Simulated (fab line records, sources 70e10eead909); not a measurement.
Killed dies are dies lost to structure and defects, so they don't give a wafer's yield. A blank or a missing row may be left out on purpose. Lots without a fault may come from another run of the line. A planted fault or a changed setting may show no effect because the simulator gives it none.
Problem report in the 8D (eight disciplines) form, filled by code | flow nand_harc | the parts of the form that need people (team, actions taken, sign-off) are left out

1. THE PROBLEM
oes_product_au at NHARC_A_CHANNEL_FILL_D1_ETCHBACK_19 reads a mean of 1.206 a.u. on 2 wafers of 2 lots; wafers without a fault read 1.004 a.u. with a standard deviation of 0.0095. That is +21 standard deviations from the usual mean.
The step: etches the open film in HBr/Cl2, target depth 5 nm, time 1.7 s.
First seen on wafer L844.3, day 15 14:08, on rie_si-06. The record holds 36 wafers of 12 lots with a number at this step. Rule for "out", or "out of limits": more than 4 standard deviations from the usual mean. The other wafers with a number count as sound.

2. WHAT IT IS AND WHAT IT IS NOT
question                    | is                | is not
which readings at this step | oes_product_au    | drypump_motor_current_A, throttle_valve_pct
which lots                  | L844, L845        | L831, L836, L838, L847, L848, L849, L850, L852, L853, L854
which wafers of those lots  | L844.3, L845.3    | L844.2, L844.5, L845.1, L845.4
read on which tools         | rie_si-06         | rie_si-01, rie_si-03
when                        | from day 15 14:08 | up to then (11 sound wafers); but 23 sound wafers of L845, L847, L848, L849, L850, L852, L853, L854 came after

3. SUSPECTS, AND WHAT RULES EACH OUT
Counting: a tool at a process step up to the reading stays a suspect if it ran every lot that is out. Sound lots after the first of them don't rule it out here, since some wafers of a struck lot are sound.
- xsem-01 at NHARC_A_CHANNEL_HOLE_D1_XSEM_31: kept. It ran every lot that is out, first L844 (day 14 13:23); its last sound lot up to then is L838 (day 11 14:17).
- rie_si-06 at NHARC_A_CHANNEL_FILL_D1_ETCHBACK_19 (etches the open film in HBr/Cl2, target depth 5 nm, time 1.7 s): kept. It ran every lot that is out, first L844 (day 15 14:08); its last sound lot up to then is L838 (day 12 15:55). Its own readings are out on those wafers: oes_product_au.
Left after counting: xsem-01 at NHARC_A_CHANNEL_HOLE_D1_XSEM_31, rie_si-06 at NHARC_A_CHANNEL_FILL_D1_ETCHBACK_19.

4. THE CAUSE (what the simulator had put in)
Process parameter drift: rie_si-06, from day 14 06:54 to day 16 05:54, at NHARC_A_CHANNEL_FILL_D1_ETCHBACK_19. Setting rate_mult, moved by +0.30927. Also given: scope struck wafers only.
Counting left 2 suspects, and this tool is among them.

5. THE CHAIN OF EFFECTS, in route order
Each row: a reading whose mean over the struck wafers that have a number lies more than 3 standard deviations from the usual. Only readings for which the record gives a usual standard deviation are gone through. hours: the time from each lot's start at the first step in this table that gives one to its start at this step, as a median over the lots. sigmas: the change in usual standard deviations.
hours | step                                | reading        | usual      | on struck wafers | change | sigmas
0     | NHARC_A_CHANNEL_FILL_D1_ETCHBACK_19 | oes_product_au | 1.004 a.u. | 1.206            | +0.202 | +21
The process steps in it:
- NHARC_A_CHANNEL_FILL_D1_ETCHBACK_19: etches the open film in HBr/Cl2, target depth 5 nm, time 1.7 s.
Later measuring or inspecting steps at which every struck wafer that the step has a row for has a number for every such reading, and none has moved that far: NHARC_END_SORT_01.

6. WHAT WOULD HAVE CAUGHT IT SOONER
In this record the first reading out of limits was taken at day 15 14:08, 31 hours after the fault began at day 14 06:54.
